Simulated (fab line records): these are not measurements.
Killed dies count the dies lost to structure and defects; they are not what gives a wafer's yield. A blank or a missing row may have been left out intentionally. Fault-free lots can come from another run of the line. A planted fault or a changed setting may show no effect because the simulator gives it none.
Matching of chambers -- flow n5_finfet -- 4 sister chambers for N5_DUMMY_GATE_ALD_02 on ald_sin-02
The step deposits SiO2, target thk 2 nm, pulse time 1 s. 8 wafers are shown with their chamber, then 12 later ones without.

## WAFERS PAIRED WITH THEIR CHAMBERS
wafer,chamber,heater_power_w (W),susceptor_temp_C (C)
L080.6,3,512,300.17
L081.4,3,520,300.32
L081.5,1,492,300.42
L082.3,1,483,300.13
L082.5,0,539,300.22
L085.2,0,531,299.87
L085.4,2,463,300.03
L085.5,2,461,299.82

## WAFERS WHOSE CHAMBER IS MISSING
wafer,heater_power_w (W),susceptor_temp_C (C)
L089.1,481,299.90
L089.3,530,299.90
L089.4,525,299.92
L092.1,527,299.87
L092.4,493,300.18
L092.5,473,299.78
L095.2,488,299.93
L095.4,468,300.03
L095.6,528,299.74
L097.1,532,299.89
L097.2,482,300.16
L097.4,531,300.30

## EACH ONE'S CHAMBER
wafer,from the rows above,in truth
L089.1,can't be placed: 1 or 2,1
L089.3,0,0
L089.4,can't be placed: 0 or 3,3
L092.1,can't be placed: 0 or 3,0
L092.4,1,1
L092.5,can't be placed: 2 or 1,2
L095.2,1,1
L095.4,2,2
L095.6,can't be placed: 0 or 3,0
L097.1,0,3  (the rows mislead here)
L097.2,1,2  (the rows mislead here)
L097.4,can't be placed: 0 or 3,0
Correctly placed: 4 of 12. From these rows, 6 cannot be placed; in 6 the true chamber is one of the candidates. Wrongly placed: 2.
How it was worked out, from the rows above alone: a wafer's distance from a chamber is the root of the sum, over the readings, of the square of ((its reading less the chamber's mean) divided by the reading's scatter). If the next closest chamber is less than 2 further off than the closest, the wafer can't be placed; otherwise it belongs to the closest. A chamber's mean is the mean of its shown wafers. The scatter is the square root of a quotient: the sum, over the shown wafers, of each reading's squared deviation from its chamber's mean, divided by wafers minus chambers.
